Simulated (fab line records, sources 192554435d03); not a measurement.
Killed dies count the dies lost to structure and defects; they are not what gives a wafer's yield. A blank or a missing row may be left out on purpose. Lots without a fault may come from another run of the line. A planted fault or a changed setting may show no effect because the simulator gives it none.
Struck lot and sound lot, side by side / flow n5-finfet / 16 out of 1938 route steps
Sound: the wafers L741.2, L741.3, L741.5. Struck: wafer L751.2; the same lot's L751.4 was not struck, so it is left out; see the end for the cause.
Each step with rows lists, per side, the tool, then ch with its chambers, then its first start. Under that, the readings that differ: sound wafers / struck wafers / difference of the means / sigmas: that difference in standard deviations of wafers without a fault.
alike: words and numbers the same on both sides, and readings whose means are apart by under 2 such deviations; not compared: readings that were withheld, readings missing a value for some wafer, numbers with overlapping values and no deviation given by the record, and bounds like >300 which may hide the same value.
A row with sigmas, a row that says differs or no value, or rows on one side alone: a step with any of these is where the two part. Non-overlapping numbers with no deviation appear without sigmas and do not part them. Lack of a reading on every wafer of one side parts them only where that side has two or more wafers.

N5_BEOL_M2_DESCUM_16: chemistry O2, time 7 s.
  sound on rie-diel-01 ch 0,2,3, day 7 22:05; struck on rie-diel-01 ch 1, day 10 01:34
  alike: drypump-motor-current-A, oes-product-au, rf-vpp-V, showerhead-plenum-p-Torr, throttle-valve-pct
  not compared: rf-hours-counter-h
then, 1 step without rows for these wafers: N5_BEOL_M2_ETCH_74 (etches underlayer in N2/H2, target depth 6.5 nm, time 5.2 s).
N5_BEOL_M2_ETCH_63: etches SiARC in CF4, target depth 15.6 nm, time 26 s.
  sound on rie-diel-01 ch 0,2,3, day 7 22:08; struck on rie-diel-01 ch 1, day 10 01:37
  alike: drypump-motor-current-A, etch-rf-on-time-s, oes-product-au, rf-vpp-V, showerhead-plenum-p-Torr, throttle-valve-pct
  not compared: rf-hours-counter-h
then, 3 steps without rows for these wafers: N5_BEOL_M2_ETCH_64 (etches SOC in N2/H2, target depth 75 nm, overetch 22.5 nm, time 121.9 s); N5_BEOL_M2_STRIP_65 (strips in N2/H2); N5_BEOL_M2_STRIP_75 (strips in N2/H2).
N5_BEOL_M2_STRIP_66: strips in CF4.
  sound on rie-diel-01 ch 0,2,3, day 7 22:18; struck on rie-diel-01 ch 1, day 10 01:47
  alike: drypump-motor-current-A, oes-product-au, power-w, rf-vpp-V, showerhead-plenum-p-Torr, throttle-valve-pct
  not compared: rf-hours-counter-h
N5_BEOL_M2_HM_OPEN_17: chemistry Cl2/BCl3, target TiN, target depth 20 nm, overetch 6 nm.
  sound on rie-metal-01 ch 0,1, day 7 22:20; struck on rie-metal-03 ch 0, day 10 01:49
  alike: drypump-motor-current-A, oes-product-au, throttle-valve-pct
  not compared: rf-hours-counter-h
N5_BEOL_M2_STRIP_19: strips in O2.
  sound on rie-diel-05 ch 0,1, day 7 22:40; struck on rie-diel-05 ch 1, day 10 01:56
  alike: drypump-motor-current-A, oes-product-au, rf-vpp-V, showerhead-plenum-p-Torr, throttle-valve-pct
  not compared: rf-hours-counter-h
N5_BEOL_M2_CD_MEAS_18: pitch 36 nm, target cd 18 nm.
  struck on cd-sem-03, day 10 02:00; sound on cd-sem-02, day 7 22:44
  alike: cd-nm
then, 2 steps without rows for these wafers: N5_BEOL_M2_COAT_67 (time 60 s, resist thk 60 nm); N5_BEOL_M2_COAT_68 (time 60 s, resist thk 12 nm).
N5_BEOL_M2_COAT_76: time 60 s, resist thk 5 nm.
  sound on litho-track-02 ch 0, day 7 22:46; struck on litho-track-04 ch 0, day 10 02:02
reading=heater-power-total-W (W); sound=392.4 392.4 393.7; struck=425.1; difference=+32.3; sigmas=+23
reading=run-length-s (s); sound=66.32 66.13 66.16; struck=58.67; difference=-7.53; sigmas=-50
  alike: exhaust-pa
then, 1 step without rows for these wafers: N5_BEOL_M2_COAT_22 (resist thk 30 nm).
-- a jump in the record: the struck wafers' starts before and after are 3 days apart (it breaks off in module BEOL_M2 and resumes in module BEOL_M4, where the first step shown is number 1111 of the route) --
N5_BEOL_M4_RC_MEAS_101:
  sound on prober-01 ch 0, day 10 13:19; struck on prober-02 ch 0, day 13 03:58
reading=DIBL_P (mV/V); sound=33.5 34.1 33.8; struck=38.7; difference=+4.9; sigmas=+2
reading=IOFF_N (nA/um); sound=0.140 0.150 0.151; struck=0.219; difference=+0.072; sigmas=+2
reading=SS_N (mV/dec); sound=71.5 71.3 70.9; struck=72.5; difference=+1.3; sigmas=+2
reading=SS_P (mV/dec); sound=72.9 73.0 72.8; struck=74.6; difference=+1.7; sigmas=+3
  alike: DIBL_N, IOFF_P, ION_N, ION_P, VT_N, VT_P
N5_PASSIVATION_PROBE_49:
  sound wafers here have rows in the record (prober-01, day 15 00:37); struck ones have none

== WHERE THEY PART ==
First at N5_BEOL_M2_COAT_76; last, within this record, at N5_PASSIVATION_PROBE_49.

WHY: whatever the simulator had introduced
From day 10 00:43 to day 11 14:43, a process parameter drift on litho-track-04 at N5_BEOL_M2_COAT_76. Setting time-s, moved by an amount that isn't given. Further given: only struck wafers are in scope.
